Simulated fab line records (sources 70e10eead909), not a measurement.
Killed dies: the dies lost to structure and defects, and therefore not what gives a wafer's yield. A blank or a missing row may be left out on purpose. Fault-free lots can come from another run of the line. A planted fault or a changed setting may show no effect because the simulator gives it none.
The tool behind it: which one? ; flow nand harc ; 24 lots, 72 wafers sampled, at 6 steps of a route of 1159

## WHAT THE GAUGES SHOWED, per wafer
NHARC_P_GATE_INSPECT_68. Usual: raw defect count 213, standard deviation 75.
lot;measured;on;raw defect count;flag
L074;day 5 08:53;defect inspect-02;121 220 209;
L075;day 6 01:24;defect inspect-02;203 233 158;
L076;day 6 02:44;defect inspect-02;183 162 166;
L077;day 6 07:53;defect inspect-02;182 108 88;
L079;day 6 16:38;defect inspect-01;220 267 204;
L078;day 6 17:45;defect inspect-02;173 90 276;
L080;day 6 18:16;defect inspect-01;283 212 168;
L081;day 7 06:29;defect inspect-01;306 305 325;
L083;day 7 13:19;defect inspect-02;182 133 84;
L082;day 7 15:55;defect inspect-02;308 122 360;
L085;day 8 06:25;defect inspect-01;222 214 207;
L084;day 8 07:16;defect inspect-01;167 124 168;
L086;day 8 19:10;defect inspect-02;164 222 227;
L088;day 8 20:13;defect inspect-01;188 258 176;
L087;day 8 21:01;defect inspect-02;293 300 304;
L089;day 9 09:29;defect inspect-02;171 223 172;
L090;day 9 10:15;defect inspect-01;393 303 428;
L092;day 9 20:42;defect inspect-01;196 189 208;
L091;day 9 22:49;defect inspect-01;317 244 238;
L093;day 10 02:40;defect inspect-02;173 142 147;
L094;day 10 13:29;defect inspect-01;154 177 182;
L095;day 10 14:07;defect inspect-02;235 146 190;
L097;day 11 00:20;defect inspect-02;230 168 116;
L096;day 11 01:24;defect inspect-01;132 222 147;

NHARC_P_CONTACT_INSPECT_14. Usual: raw defect count 3.2, standard deviation 1.8.
lot;measured;on;raw defect count;flag
L074;day 5 10:38;defect inspect-02;3 2 2;
L075;day 6 03:13;defect inspect-01;4 6 4;
L076;day 6 04:28;defect inspect-02;2 3 4;
L077;day 6 09:37;defect inspect-02;0 1 1;
L079;day 6 18:23;defect inspect-01;5 4 2;
L078;day 6 19:22;defect inspect-02;4 3 2;
L080;day 6 20:00;defect inspect-02;1 5 0;
L081;day 7 08:13;defect inspect-02;1 3 3;
L083;day 7 15:03;defect inspect-02;3 3 1;
L082;day 7 17:49;defect inspect-01;1 4 8;
L085;day 8 08:08;defect inspect-01;2 7 5;
L084;day 8 09:00;defect inspect-01;2 3 4;
L086;day 8 21:09;defect inspect-02;2 11 6;
L088;day 8 21:58;defect inspect-01;1 4 6;
L087;day 8 22:44;defect inspect-02;4 4 6;
L089;day 9 11:13;defect inspect-02;2 4 3;
L090;day 9 11:52;defect inspect-01;4 1 1;
L092;day 9 22:34;defect inspect-01;5 5 5;
L091;day 10 00:34;defect inspect-02;3 1 4;
L093;day 10 04:36;defect inspect-01;4 0 0;
L094;day 10 15:14;defect inspect-01;3 0 4;
L095;day 10 15:51;defect inspect-02;3 1 7;
L097;day 11 02:03;defect inspect-01;3 3 2;
L096;day 11 03:09;defect inspect-01;2 5 0;

NHARC_P_CONTACT_INSPECT_27. Usual: raw defect count 295, standard deviation 130.
lot;measured;on;raw defect count;flag
L074;day 5 21:41;defect inspect-02;399 252 469;
L075;day 6 10:33;defect inspect-02;272 176 262;
L076;day 6 10:41;defect inspect-02;202 340 365;
L077;day 6 12:53;defect inspect-02;161 280 210;
L079;day 7 03:37;defect inspect-01;493 476 365;
L078;day 7 04:07;defect inspect-01;541 565 578;
L080;day 7 04:38;defect inspect-01;459 231 240;
L081;day 7 11:40;defect inspect-02;161 201 270;
L083;day 7 22:25;defect inspect-02;232 163 198;
L082;day 8 00:48;defect inspect-02;198 172 220;
L085;day 8 11:18;defect inspect-02;279 147 176;
L084;day 8 12:10;defect inspect-01;164 276 288;
L086;day 9 00:45;defect inspect-02;216 497 276;
L088;day 9 01:17;defect inspect-02;274 252 199;
L087;day 9 01:59;defect inspect-01;310 208 468;
L089;day 9 17:29;defect inspect-01;653 285 557;
L090;day 9 17:49;defect inspect-01;180 275 146;
L092;day 10 02:46;defect inspect-01;318 412 443;
L091;day 10 04:01;defect inspect-01;334 402 282;
L093;day 10 07:46;defect inspect-01;192 250 431;
L094;day 10 19:43;defect inspect-02;213 380 236;
L095;day 11 00:26;defect inspect-01;128 203 177;
L097;day 11 05:12;defect inspect-01;692 602 281;
L096;day 11 06:28;defect inspect-01;276 219 336;

NHARC_P_M0_THK_MEAS_24: measures by xrf. Usual: thk nm 117.7 nm, standard deviation 1.4.
lot;measured;on;thk nm (nm);flag
L074;day 6 01:14;film metro-02;119.8 118.2 119.1;
L075;day 6 14:17;film metro-02;117.3 117.6 118.1;
L076;day 6 14:36;film metro-01;116.5 117.9 116.0;
L077;day 6 16:22;film metro-01;117.5 120.1 118.3;
L079;day 7 07:03;film metro-01;120.4 119.8 118.5;
L078;day 7 07:55;film metro-02;116.1 118.3 118.4;
L080;day 7 08:13;film metro-01;120.3 119.1 118.9;
L081;day 7 15:11;film metro-01;114.8 118.5 118.4;
L083;day 8 01:43;film metro-01;118.5 115.4 114.5;
L082;day 8 04:20;film metro-01;117.5 118.2 118.5;
L085;day 8 15:15;film metro-01;119.8 118.5 118.2;
L084;day 8 15:35;film metro-01;117.7 115.9 115.9;
L086;day 9 04:09;film metro-02;118.1 116.3 116.3;
L088;day 9 04:34;film metro-02;119.5 117.6 117.6;
L087;day 9 05:24;film metro-01;118.6 116.0 115.9;
L089;day 9 20:47;film metro-01;120.1 120.4 117.5;
L090;day 9 21:20;film metro-01;115.6 116.3 115.8;
L092;day 10 06:32;film metro-02;119.2 120.3 118.7;
L091;day 10 07:19;film metro-02;115.0 116.5 115.0;
L093;day 10 11:16;film metro-01;118.4 116.2 118.5;
L094;day 10 23:01;film metro-02;117.3 119.6 119.0;
L095;day 11 03:44;film metro-01;117.8 116.5 116.4;
L097;day 11 08:37;film metro-01;118.6 115.5 115.3;
L096;day 11 09:45;film metro-01;119.0 117.5 117.3;

## WHAT TOOL EACH LOT RAN ON (gives the tool, then ch and the chambers of the sampled wafers, and finally the start)
lot;NHARC_P_GATE_ETCHBACK_37;NHARC_P_GATE_STRIP_111
L074;rie diel-09 ch 1,2,3, day 5 02:38 or earlier;plasma asher-01 ch 0,1, day 5 02:38
L075;rie diel-08 ch 1,2,3, day 5 19:25 or earlier;plasma asher-01 ch 0,1, day 5 19:25
L076;rie diel-08 ch 0,2,3, day 5 20:40 or earlier;plasma asher-01 ch 0,1, day 5 20:40
L077;rie diel-09 ch 0,2, day 6 01:47 or earlier;plasma asher-02 ch 0,1, day 6 01:47
L079;rie diel-07 ch 0,1,2, day 6 10:31 or earlier;plasma asher-01 ch 0,1, day 6 10:31
L078;rie diel-09 ch 0,1, day 6 11:23 or earlier;plasma asher-02 ch 0, day 6 11:23
L080;rie diel-09 ch 0,1,3, day 6 11:58 or earlier;plasma asher-01 ch 0,1, day 6 11:58
L081;rie diel-08 ch 0,2,3, day 7 00:38 or earlier;plasma asher-02 ch 0,1, day 7 00:38
L083;rie diel-09 ch 0,1, day 7 07:19 or earlier;plasma asher-01 ch 0,1, day 7 07:19
L082;rie diel-09 ch 0,3, day 7 09:51 or earlier;plasma asher-02 ch 0,1, day 7 09:51
L085;rie diel-09 ch 0,1, day 8 00:31 or earlier;plasma asher-02 ch 0,1, day 8 00:31
L084;rie diel-07 ch 1,2,3, day 8 00:54 or earlier;plasma asher-01 ch 0,1, day 8 00:54
L086;rie diel-09 ch 0,1,2, day 8 13:01 or earlier;plasma asher-01 ch 0,1, day 8 13:01
L088;rie diel-09 ch 0,1, day 8 13:43 or earlier;plasma asher-01 ch 0,1, day 8 13:43
L087;rie diel-09 ch 0,1,2, day 8 13:44 or earlier;plasma asher-02 ch 0,1, day 8 13:44
L089;rie diel-09 ch 0,1,2, day 9 03:36 or earlier;plasma asher-01 ch 0,1, day 9 03:36
L090;rie diel-08 ch 0,3, day 9 04:09 or earlier;plasma asher-02 ch 0,1, day 9 04:09
L092;rie diel-09 ch 1,2,3, day 9 14:29 or earlier;plasma asher-02 ch 0,1, day 9 14:29
L091;rie diel-09 ch 1,2,3, day 9 16:58 or earlier;plasma asher-01 ch 0, day 9 16:58
L093;rie diel-08 ch 0,2,3, day 9 20:33 or earlier;plasma asher-02 ch 0,1, day 9 20:33
L094;rie diel-09 ch 1,2,3, day 10 07:20 or earlier;plasma asher-01 ch 0,1, day 10 07:20
L095;rie diel-08 ch 0,2,3, day 10 07:44 or earlier;plasma asher-01 ch 0,1, day 10 07:44
L097;rie diel-09 ch 1,2,3, day 10 17:55 or earlier;plasma asher-02 ch 0,1, day 10 17:55
L096;rie diel-09 ch 0,1,2, day 10 19:13 or earlier;plasma asher-02 ch 0,1, day 10 19:13
- NHARC_P_GATE_ETCHBACK_37: etches the open film in CHF3/O2, target depth 34.5 nm, time 17.2 s.
- NHARC_P_GATE_STRIP_111: strips in N2/H2, time 250 s.

## AS READ BY THE TOOLS THEMSELVES (means over the sampled wafers that have a number; for cases with no such wafer, the mark the record gives instead)
NHARC_P_GATE_ETCHBACK_37. Usual: drypump motor current A 6.0 A, standard deviation 0.42; oes product au 0.95 a.u., standard deviation 0.035; rf vpp V 371.0 V, standard deviation 2; showerhead plenum p Torr 2.42 Torr, standard deviation 0.085; throttle valve pct 20.571 %, standard deviation 0.0081.
lot;tool;drypump motor current A (A);oes product au (a.u.);rf vpp V (V);showerhead plenum p Torr (Torr);throttle valve pct (%);flag
L074;rie diel-09;6.1;0.99;370.3;2.40;20.572;
L075;rie diel-08;6.4;0.92;371.3;2.42;20.567;
L076;rie diel-08;6.2;0.92;371.3;2.43;20.568;
L077;rie diel-09;5.9;0.99;372.6;2.50;20.570;
L079;rie diel-07;4.9;0.93;370.0;2.38;20.572;
L078;rie diel-09;5.8;0.92;369.6;2.39;20.572;
L080;rie diel-09;5.9;1.00;370.9;2.40;20.570;
L081;rie diel-08;6.2;1.00;371.8;2.43;20.562;
L083;rie diel-09;5.8;0.92;370.6;2.38;20.571;
L082;rie diel-09;5.7;0.93;371.0;2.45;20.588;
L085;rie diel-09;5.8;0.93;370.5;2.38;20.577;
L084;rie diel-07;5.2;0.93;370.2;2.39;20.577;
L086;rie diel-09;5.8;0.93;370.9;2.44;20.569;
L088;rie diel-09;5.8;0.93;372.0;2.38;20.569;
L087;rie diel-09;5.9;0.92;372.1;2.44;20.569;
L089;rie diel-09;5.8;0.93;371.6;2.44;20.565;
L090;rie diel-08;6.1;1.00;372.6;2.50;20.567;
L092;rie diel-09;6.1;0.93;371.0;2.39;20.572;
L091;rie diel-09;6.1;0.92;370.2;2.39;20.566;
L093;rie diel-08;6.2;0.93;370.3;2.42;20.575;
L094;rie diel-09;6.1;1.00;370.0;2.39;20.572;
L095;rie diel-08;6.2;1.01;371.1;2.42;20.568;
L097;rie diel-09;6.1;0.92;370.4;2.39;20.571;
L096;rie diel-09;5.8;0.92;371.8;2.44;20.571;

NHARC_P_GATE_STRIP_111. Usual: drypump motor current A 5.3 A, standard deviation 0.37; heater power w 98 W, standard deviation 8.2.
lot;tool;drypump motor current A (A);heater power w (W);flag
L074;plasma asher-01;5.7;91;
L075;plasma asher-01;5.4;96;
L076;plasma asher-01;5.6;93;
L077;plasma asher-02;5.2;102;
L079;plasma asher-01;5.4;94;
L078;plasma asher-02;5.3;98;
L080;plasma asher-01;5.6;92;
L081;plasma asher-02;5.1;105;
L083;plasma asher-01;5.6;92;
L082;plasma asher-02;5.2;101;
L085;plasma asher-02;5.1;105;
L084;plasma asher-01;5.3;96;
L086;plasma asher-01;5.7;93;
L088;plasma asher-01;5.4;95;
L087;plasma asher-02;5.2;101;
L089;plasma asher-01;5.6;92;
L090;plasma asher-02;5.1;106;
L092;plasma asher-02;5.1;104;
L091;plasma asher-01;5.1;100;
L093;plasma asher-02;5.1;105;
L094;plasma asher-01;5.4;95;
L095;plasma asher-01;5.6;93;
L097;plasma asher-02;5.2;101;
L096;plasma asher-02;5.1;104;

## THE ANSWER, worked out from the rows above alone
Rule: a lot is off if the mean of its wafers that have a number lies more than 3 standard deviations from the usual mean. A lot without any number at a reading at which 4 lots or more have one is off too. All remaining lots with rows at the step are treated as sound. Order of review: gauges by route order, followed by the tools' own readings, for which a lot's mean as printed above is used. The first step at which some lot is off is used, and at that step the reading that is off furthest; a lot without a number counts as furthest.
No lot is off on any of the readings shown, so nothing can be concluded from this.

## WHAT HAD BEEN PUT IN BY THE SIMULATOR
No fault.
